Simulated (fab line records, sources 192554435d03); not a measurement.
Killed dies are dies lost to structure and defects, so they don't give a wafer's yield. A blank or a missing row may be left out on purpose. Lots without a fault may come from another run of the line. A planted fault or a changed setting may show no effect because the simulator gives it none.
Chamber matching | flow n5_finfet | N5_BEOL_M10_STRIP_67 on rie_diel-05: 4 sister chambers
The step strips in CF4. 8 wafers are shown with their chamber, then 7 later ones without.

WAFERS WITH THEIR CHAMBER
wafer  | chamber | showerhead_plenum_p_Torr (Torr) | throttle_valve_pct (%)
L081.2 | 0       | 1.90                            | 13.58
L084.3 | 3       | 1.78                            | 13.69
L084.6 | 1       | 1.77                            | 13.45
L085.1 | 0       | 1.90                            | 13.58
L085.3 | 3       | 1.78                            | 13.67
L085.5 | 2       | 1.84                            | 13.42
L088.1 | 1       | 1.77                            | 13.48
L088.4 | 2       | 1.83                            | 13.43

WAFERS WITHOUT THEIR CHAMBER
wafer  | showerhead_plenum_p_Torr (Torr) | throttle_valve_pct (%)
L088.5 | 1.77                            | 13.49
L091.2 | 1.83                            | 13.46
L091.3 | 1.77                            | 13.50
L091.6 | 1.77                            | 13.49
L096.3 | 1.89                            | 13.65
L096.5 | 1.76                            | 13.53
L096.6 | 1.83                            | 12.92

WHICH CHAMBER EACH WENT THROUGH
wafer  | from the rows above | in truth
L088.5 | 1                   | 1
L091.2 | 2                   | 2
L091.3 | 1                   | 1
L091.6 | 1                   | 1
L096.3 | 0                   | 0
L096.5 | 1                   | 1
L096.6 | 2                   | 2
Placed correctly: 7 of 7. Can't be placed from these rows: 0. Placed wrongly: 0.
How it was worked out, from the rows above alone: a wafer's distance from a chamber is the root of the sum, over the readings, of the square of ((its reading less the chamber's mean) divided by the reading's scatter). The wafer belongs to the nearest chamber; if the next one is less than 2 further off, it can't be placed. A chamber's mean is the mean of its shown wafers. The scatter: the root of (the sum of the squares of (reading less its chamber's mean) over the shown wafers, divided by (wafers less chambers)).
